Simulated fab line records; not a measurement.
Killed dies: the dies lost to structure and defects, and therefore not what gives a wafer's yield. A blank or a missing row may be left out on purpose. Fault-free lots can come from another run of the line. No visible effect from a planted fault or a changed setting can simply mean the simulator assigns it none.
Which of the tools did it? -- flow n5_finfet -- 12 lots, 36 wafers sampled, at 3 steps of a route of 1938

== WHAT EACH GAUGE READ, for each wafer ==
N5_BEOL_M4_CD_MEAS_28: target cd 26.2 nm, target cd y 24.1 nm.
lot,measured,on,cd_nm (nm)
L075,day 7 17:13,cd_sem-01,26.12 26.07 25.78
L078,day 8 04:43,cd_sem-01,25.91 25.69 26.49
L079,day 8 14:56,cd_sem-01,26.02 26.40 25.87
L081,day 9 20:21,cd_sem-02,26.11 25.78 26.02
L082,day 9 21:26,cd_sem-02,26.46 26.53 26.15
L085,day 10 01:07,cd_sem-02,26.13 26.19 25.79
L087,day 10 05:19,cd_sem-02,26.48 25.94 26.44
L088,day 11 15:06,cd_sem-02,26.11 26.38 26.24
L091,day 11 22:28,cd_sem-03,26.14 26.14 26.14
L093,day 12 03:53,cd_sem-01,26.68 26.48 26.34
L094,day 13 01:08,cd_sem-02,26.32 26.33 25.98
L096,day 13 15:13,cd_sem-03,26.51 26.54 26.54

== WHAT TOOL EACH LOT RAN ON (gives the tool, then ch and the chambers of the sampled wafers, and finally the start) ==
lot,N5_BEOL_M3_PRE_CLEAN_60,N5_BEOL_M4_STRIP_19
L075,"cvd_co-01 ch 0,2, day 7 14:05","rie_diel-06 ch 0,1, day 7 16:42"
L078,"cvd_co-02 ch 0,1,2, day 8 02:09","rie_diel-02 ch 1,2, day 8 04:16"
L079,"cvd_co-02 ch 0,1, day 8 09:47","rie_diel-02 ch 0,1,3, day 8 14:32"
L081,"cvd_co-02 ch 0,1, day 9 16:45","rie_diel-05 ch 1,2,3, day 9 19:58"
L082,"cvd_co-01 ch 0,1, day 9 19:41","rie_diel-02 ch 0,1, day 9 21:04"
L085,"cvd_co-02 ch 0,1,2, day 9 22:56","rie_diel-02 ch 0,1, day 10 00:36"
L087,"cvd_co-01 ch 0,2, day 10 03:04","rie_diel-02 ch 1,2,3, day 10 04:56"
L088,"cvd_co-01 ch 0,1, day 11 12:13","rie_diel-05 ch 1,2, day 11 14:40"
L091,"cvd_co-02 ch 1,2, day 11 20:03","rie_diel-05 ch 1,2, day 11 22:04"
L093,"cvd_co-02 ch 0,1,2, day 12 00:38","rie_diel-02 ch 2,3, day 12 03:29"
L094,"cvd_co-01 ch 0,2, day 12 21:16","rie_diel-06 ch 0,2, day 13 00:45"
L096,"cvd_co-01 ch 0,1, day 13 12:10","rie_diel-02 ch 1,2,3, day 13 14:49"
- N5_BEOL_M3_PRE_CLEAN_60: time 15 s.
- N5_BEOL_M4_STRIP_19: strips in O2.

== THE ANSWER, worked out from the rows above alone ==
Rule: the usual values come from the lots themselves. Put in order of their means at a reading, lots are off if they are a third of the lots or fewer, leave a main group of 4 or more, and stand apart from it by a gap of 3 or more times the standard deviation of the main group's means; of several such gaps the widest counts. If all means in a main group match to the digits the tables above print for the reading, that group is not used. Also off: a lot with no number at a reading for which 4 or more lots have one. Any other lot the step has rows for is counted as sound.
No lot is off on any of the readings shown, so nothing can be concluded from this.

== WHAT THE SIMULATOR HAD INSERTED ==
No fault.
